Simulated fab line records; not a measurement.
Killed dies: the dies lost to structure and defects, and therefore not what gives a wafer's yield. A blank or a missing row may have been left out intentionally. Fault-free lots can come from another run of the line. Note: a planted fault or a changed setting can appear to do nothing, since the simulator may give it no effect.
Which tool did it? ; flow n5Finfet ; 24 lots with 72 wafers sampled at 6 steps, on a route of 1938 steps

WHAT EACH GAUGE READ, for each wafer
N5_BEOL_M9_CD_MEAS_28 targets a cd of 70 nm.
lot;measured;on;cdNm (nm)
L074;day 11 06:40;cdSem-03;70.05 69.88 69.79
L076;day 11 09:47;cdSem-03;70.04 69.79 70.07
L075;day 11 12:08;cdSem-03;70.24 69.72 70.05
L079;day 11 12:50;cdSem-03;70.43 70.44 70.42
L081;day 11 19:56;cdSem-01;70.18 70.00 70.33
L082;day 11 20:25;cdSem-01;70.32 70.23 70.55
L077;day 11 23:19;cdSem-03;70.46 70.20 70.13
L080;day 12 02:40;cdSem-01;69.62 70.16 69.39
L078;day 13 03:17;cdSem-02;69.98 70.06 69.93
L083;day 13 10:29;cdSem-02;70.40 70.10 69.59
L084;day 13 10:31;cdSem-01;69.45 69.81 69.64
L086;day 13 10:34;cdSem-02;70.41 69.93 70.25
L085;day 13 10:36;cdSem-01;70.00 70.14 69.88
L089;day 14 10:06;cdSem-02;69.87 69.87 70.19
L088;day 14 10:21;cdSem-02;70.08 69.71 69.75
L087;day 14 13:14;cdSem-01;69.75 69.49 69.81
L090;day 14 13:25;cdSem-01;70.18 70.04 70.02
L091;day 15 02:33;cdSem-01;70.41 70.30 70.41
L092;day 15 06:14;cdSem-01;69.60 69.99 69.60
L093;day 15 10:45;cdSem-01;70.14 70.03 69.96
L094;day 15 13:17;cdSem-01;70.01 70.29 69.85
L095;day 15 22:35;cdSem-03;69.78 69.42 69.94
L097;day 16 12:16;cdSem-01;69.77 69.67 69.91
L096;day 16 12:26;cdSem-03;69.85 69.76 70.25

N5_BEOL_M12_INSPECT_12: inspects for defects (macro).
lot;measured;on;rawDefectCount
L074;day 12 08:02;defectInspect-02;4 3 5
L076;day 12 12:08;defectInspect-01;1 2 2
L075;day 12 09:11;defectInspect-01;2 1 2
L079;day 12 12:17;defectInspect-02;2 1 0
L081;day 12 19:32;defectInspect-01;0 4 4
L082;day 12 18:30;defectInspect-02;0 1 4
L077;day 12 19:49;defectInspect-02;1 0 3
L080;day 12 21:37;defectInspect-01;2 0 1
L078;day 14 00:07;defectInspect-01;2 1 1
L083;day 14 08:25;defectInspect-01;1 5 1
L084;day 14 07:33;defectInspect-02;0 1 0
L086;day 14 08:49;defectInspect-02;3 1 2
L085;day 14 09:29;defectInspect-01;0 1 3
L089;day 15 07:10;defectInspect-02;2 2 5
L088;day 15 08:47;defectInspect-01;3 3 3
L087;day 15 09:28;defectInspect-02;2 1 2
L090;day 15 16:15;defectInspect-02;2 3 3
L091;day 16 02:04;defectInspect-01;0 1 2
L092;day 16 04:01;defectInspect-02;1 2 5
L093;day 16 08:59;defectInspect-01;1 2 2
L094;day 16 08:39;defectInspect-01;4 3 2
L095;day 16 22:50;defectInspect-01;1 2 2
L097;day 17 09:26;defectInspect-01;1 3 3
L096;day 17 08:56;defectInspect-01;1 3 1

EACH LOT AND THE TOOL THAT RAN IT (in order: tool; ch and the chambers of the sampled wafers; start)
lot;N5_BEOL_M10_CURE_71;N5_BEOL_M10_STRIP_19;N5_BEOL_M10_STRIP_36;N5_BEOL_M11_CURE_71
L074;uvCure-01 ch 1, day 11 12:50;rieDiel-01 ch 1,2, day 11 14:31;rieDiel-03 ch 0,1,2, day 11 18:13;uvCure-01 ch 0, day 11 22:37
L076;uvCure-01 ch 1, day 11 16:27;rieDiel-06 ch 0,2, day 11 19:38;rieDiel-03 ch 1,3, day 11 20:38;uvCure-01 ch 2, day 12 01:28
L075;uvCure-03 ch 0, day 11 17:00;rieDiel-01 ch 1,2, day 11 19:47;rieDiel-06 ch 1,2, day 11 20:41;uvCure-02 ch 0, day 12 01:58
L079;uvCure-03 ch 1, day 11 19:22;rieDiel-01 ch 1,2,3, day 11 21:50;rieDiel-01 ch 0,1,3, day 11 23:39;uvCure-03 ch 1, day 12 02:53
L081;uvCure-02 ch 2, day 12 01:16;rieDiel-01 ch 0,2,3, day 12 04:44;rieDiel-03 ch 0,1,3, day 12 06:57;uvCure-03 ch 2, day 12 12:02
L082;uvCure-02 ch 0, day 12 02:17;rieDiel-01 ch 0,3, day 12 04:55;rieDiel-01 ch 1,2,3, day 12 06:28;uvCure-02 ch 2, day 12 09:01
L077;uvCure-02 ch 0, day 12 03:09;rieDiel-03 ch 1,2,3, day 12 04:56;rieDiel-01 ch 0,2, day 12 06:56;uvCure-01 ch 1, day 12 11:55
L080;uvCure-01 ch 1, day 12 05:45;rieDiel-03 ch 0,2, day 12 08:06;rieDiel-06 ch 1,2,3, day 12 10:23;uvCure-03 ch 2, day 12 13:25
L078;uvCure-03 ch 1, day 13 06:28;rieDiel-03 ch 1,3, day 13 08:45;rieDiel-06 ch 0,2, day 13 11:05;uvCure-02 ch 2, day 13 14:43
L083;uvCure-03 ch 2, day 13 13:37;rieDiel-01 ch 0,1,2, day 13 17:10;rieDiel-06 ch 0,1, day 13 21:47;uvCure-01 ch 2, day 14 01:14
L084;uvCure-02 ch 0, day 13 13:55;rieDiel-03 ch 1,2,3, day 13 17:27;rieDiel-06 ch 2,3, day 13 20:19;uvCure-02 ch 0, day 13 23:33
L086;uvCure-03 ch 1, day 13 15:22;rieDiel-03 ch 2,3, day 13 17:35;rieDiel-03 ch 0,1,3, day 13 21:37;uvCure-03 ch 1, day 14 00:55
L085;uvCure-01 ch 0, day 13 15:07;rieDiel-01 ch 1,3, day 13 17:27;rieDiel-01 ch 0,1,2, day 13 22:18;uvCure-03 ch 1, day 14 01:26
L089;uvCure-02 ch 2, day 14 14:55;rieDiel-01 ch 1,2,3, day 14 17:05;rieDiel-06 ch 0,2, day 14 18:56;uvCure-03 ch 1, day 14 22:21
L088;uvCure-03 ch 0, day 14 15:44;rieDiel-03 ch 0,1,3, day 14 17:43;rieDiel-01 ch 0,1,2, day 14 19:06;uvCure-02 ch 1, day 14 22:25
L087;uvCure-03 ch 1, day 14 16:52;rieDiel-03 ch 0,1,2, day 14 19:42;rieDiel-03 ch 1,2,3, day 14 20:41;uvCure-03 ch 2, day 15 00:40
L090;uvCure-02 ch 0, day 14 17:26;rieDiel-01 ch 1,3, day 14 20:34;rieDiel-03 ch 2,3, day 14 23:39;uvCure-03 ch 1, day 15 04:01
L091;uvCure-01 ch 0, day 15 06:20;rieDiel-01 ch 1,2,3, day 15 08:53;rieDiel-06 ch 2,3, day 15 11:45;uvCure-02 ch 0, day 15 15:32
L092;uvCure-02 ch 1, day 15 09:29;rieDiel-01 ch 2,3, day 15 12:32;rieDiel-01 ch 1,2,3, day 15 13:58;uvCure-02 ch 2, day 15 16:46
L093;uvCure-01 ch 0, day 15 14:34;rieDiel-03 ch 0,1,3, day 15 16:09;rieDiel-06 ch 0,3, day 15 19:40;uvCure-01 ch 2, day 16 00:08
L094;uvCure-03 ch 2, day 15 16:08;rieDiel-03 ch 0,1,2, day 15 20:37;rieDiel-06 ch 0,1,3, day 15 22:59;uvCure-01 ch 1, day 16 01:59
L095;uvCure-02 ch 0, day 16 01:41;rieDiel-01 ch 0,2,3, day 16 04:16;rieDiel-03 ch 1,2,3, day 16 05:53;uvCure-03 ch 2, day 16 10:20
L097;uvCure-02 ch 1, day 16 15:14;rieDiel-03 ch 1,2, day 16 19:32;rieDiel-01 ch 1,2, day 16 21:57;uvCure-02 ch 0, day 17 01:28
L096;uvCure-01 ch 1, day 16 15:28;rieDiel-03 ch 1,2, day 16 19:34;rieDiel-06 ch 0,1, day 16 21:47;uvCure-03 ch 1, day 17 01:02
- N5_BEOL_M10_CURE_71: cures SiCOH lowk, time 240 s.
- N5_BEOL_M10_STRIP_19: strips in O2.
- N5_BEOL_M10_STRIP_36: strips in N2/H2.
- N5_BEOL_M11_CURE_71: cures SiCOH lowk, time 240 s.

AS READ BY THE TOOLS THEMSELVES (means over the sampled wafers that have a number; for cases with no such wafer, the mark the record gives instead)
N5_BEOL_M10_CURE_71.
lot;tool;lampPowerPct (%);wafer_temp_C_max
L074;uvCure-01;52.27;386.3
L076;uvCure-01;52.32;386.3
L075;uvCure-03;52.32;386.4
L079;uvCure-03;52.31;387.6
L081;uvCure-02;52.33;386.9
L082;uvCure-02;52.31;387.5
L077;uvCure-02;52.31;387.5
L080;uvCure-01;52.20;386.2
L078;uvCure-03;52.30;387.6
L083;uvCure-03;52.30;387.2
L084;uvCure-02;52.29;387.4
L086;uvCure-03;52.27;388.1
L085;uvCure-01;52.39;387.0
L089;uvCure-02;52.34;386.8
L088;uvCure-03;52.31;386.2
L087;uvCure-03;52.30;387.7
L090;uvCure-02;52.28;387.6
L091;uvCure-01;52.22;387.0
L092;uvCure-02;52.28;387.1
L093;uvCure-01;52.30;386.7
L094;uvCure-03;52.28;386.8
L095;uvCure-02;52.36;387.5
L097;uvCure-02;52.37;386.4
L096;uvCure-01;52.32;386.1

N5_BEOL_M10_STRIP_19.
lot;tool;drypumpMotorCurrentA (A);oesProductAu (a.u.);rfVppV (V);showerheadPlenumPTorr (Torr);throttleValvePct (%)
L074;rieDiel-01;6.0;0.87;3.4;2.07;16.71
L076;rieDiel-06;5.4;0.80;3.7;2.03;16.50
L075;rieDiel-01;6.1;0.89;4.2;2.06;16.63
L079;rieDiel-01;6.1;0.85;4.0;2.05;16.55
L081;rieDiel-01;5.6;0.86;3.6;2.05;16.60
L082;rieDiel-01;5.7;0.85;3.7;2.04;16.45
L077;rieDiel-03;5.8;0.87;3.5;2.17;16.65
L080;rieDiel-03;5.4;0.77;2.8;2.07;16.65
L078;rieDiel-03;5.9;0.82;3.9;2.14;16.55
L083;rieDiel-01;5.6;0.87;3.2;2.05;16.70
L084;rieDiel-03;5.8;0.84;3.9;2.17;16.65
L086;rieDiel-03;5.8;0.81;2.5;2.16;16.86
L085;rieDiel-01;6.1;0.82;4.0;2.03;16.44
L089;rieDiel-01;6.1;0.82;4.5;2.04;16.60
L088;rieDiel-03;5.6;0.76;3.8;2.08;16.68
L087;rieDiel-03;5.6;0.81;3.4;2.12;16.58
L090;rieDiel-01;6.2;0.82;3.9;2.04;16.51
L091;rieDiel-01;6.1;0.81;3.7;2.04;16.61
L092;rieDiel-01;5.9;0.80;3.7;2.04;16.72
L093;rieDiel-03;5.6;0.74;3.8;2.07;16.70
L094;rieDiel-03;5.6;0.79;3.2;2.12;16.63
L095;rieDiel-01;5.6;0.82;3.5;2.04;16.67
L097;rieDiel-03;5.8;0.83;3.7;2.17;16.53
L096;rieDiel-03;5.8;0.85;3.4;2.20;16.64

N5_BEOL_M10_STRIP_36.
lot;tool;drypumpMotorCurrentA (A);oesProductAu (a.u.);rfVppV (V);showerheadPlenumPTorr (Torr);throttleValvePct (%)
L074;rieDiel-03;5.6;0.84;58.5;2.57;23.5
L076;rieDiel-03;5.9;0.86;60.8;2.57;23.3
L075;rieDiel-06;5.5;0.74;59.0;2.51;23.8
L079;rieDiel-01;5.8;0.88;58.8;2.47;23.4
L081;rieDiel-03;5.6;0.78;58.5;2.52;23.6
L082;rieDiel-01;6.1;0.84;56.9;2.45;23.4
L077;rieDiel-01;5.2;0.91;59.1;2.48;23.7
L080;rieDiel-06;5.6;0.83;58.7;2.51;23.8
L078;rieDiel-06;5.5;0.78;59.3;2.47;23.5
L083;rieDiel-06;5.8;0.80;61.2;2.43;23.3
L084;rieDiel-06;5.6;0.90;58.0;2.51;23.7
L086;rieDiel-03;5.6;0.76;58.3;2.52;23.6
L085;rieDiel-01;5.6;0.86;61.0;2.46;23.5
L089;rieDiel-06;5.2;0.80;58.7;2.51;23.8
L088;rieDiel-01;5.7;0.85;58.4;2.46;23.5
L087;rieDiel-03;5.8;0.83;57.3;2.61;23.6
L090;rieDiel-03;5.8;0.80;59.2;2.60;23.9
L091;rieDiel-06;5.6;0.87;60.2;2.51;23.7
L092;rieDiel-01;6.1;0.81;59.5;2.44;23.4
L093;rieDiel-06;5.9;0.82;58.0;2.46;23.5
L094;rieDiel-06;5.9;0.85;57.8;2.45;23.4
L095;rieDiel-03;5.9;0.80;59.4;2.60;23.6
L097;rieDiel-01;6.1;0.81;59.0;2.44;23.4
L096;rieDiel-06;5.8;0.83;60.3;2.44;23.4

N5_BEOL_M11_CURE_71.
lot;tool;lampPowerPct (%);wafer_temp_C_max
L074;uvCure-01;52.39;386.9
L076;uvCure-01;52.30;386.6
L075;uvCure-02;52.32;387.3
L079;uvCure-03;52.25;387.8
L081;uvCure-03;52.39;386.7
L082;uvCure-02;52.31;387.1
L077;uvCure-01;52.30;386.2
L080;uvCure-03;52.25;387.6
L078;uvCure-02;52.32;386.6
L083;uvCure-01;52.31;387.4
L084;uvCure-02;52.27;388.0
L086;uvCure-03;52.29;388.1
L085;uvCure-03;52.32;388.1
L089;uvCure-03;52.29;387.2
L088;uvCure-02;52.35;387.0
L087;uvCure-03;52.26;387.2
L090;uvCure-03;52.36;387.6
L091;uvCure-02;52.25;387.4
L092;uvCure-02;52.29;387.2
L093;uvCure-01;52.31;387.1
L094;uvCure-01;52.30;385.9
L095;uvCure-03;52.29;387.2
L097;uvCure-02;52.39;388.0
L096;uvCure-03;52.33;387.7

THE ANSWER, worked out from the rows above alone
Rule: what is usual is taken from the lots themselves. The widest of any qualifying gaps counts: lots, ordered by their means at a reading, are off when they make up no more than a third of the lots, leave a main group of 4 or more, and stand apart from it by 3 or more times the standard deviation of that group's means. If all means in a main group match to the digits the tables above print for the reading, that group is not used. A lot without any number at a reading at which 4 lots or more have one is off too. All remaining lots with rows at the step are treated as sound. Order of review: gauges by route order, followed by the tools' own readings, for which a lot's mean as printed above is used. At the first step where some lot is off, the reading lying furthest off is the one used; lots without a number count as furthest.
No lot is off at any reading shown: from this, nothing can be told.

WHAT THE SIMULATOR HAD PUT IN
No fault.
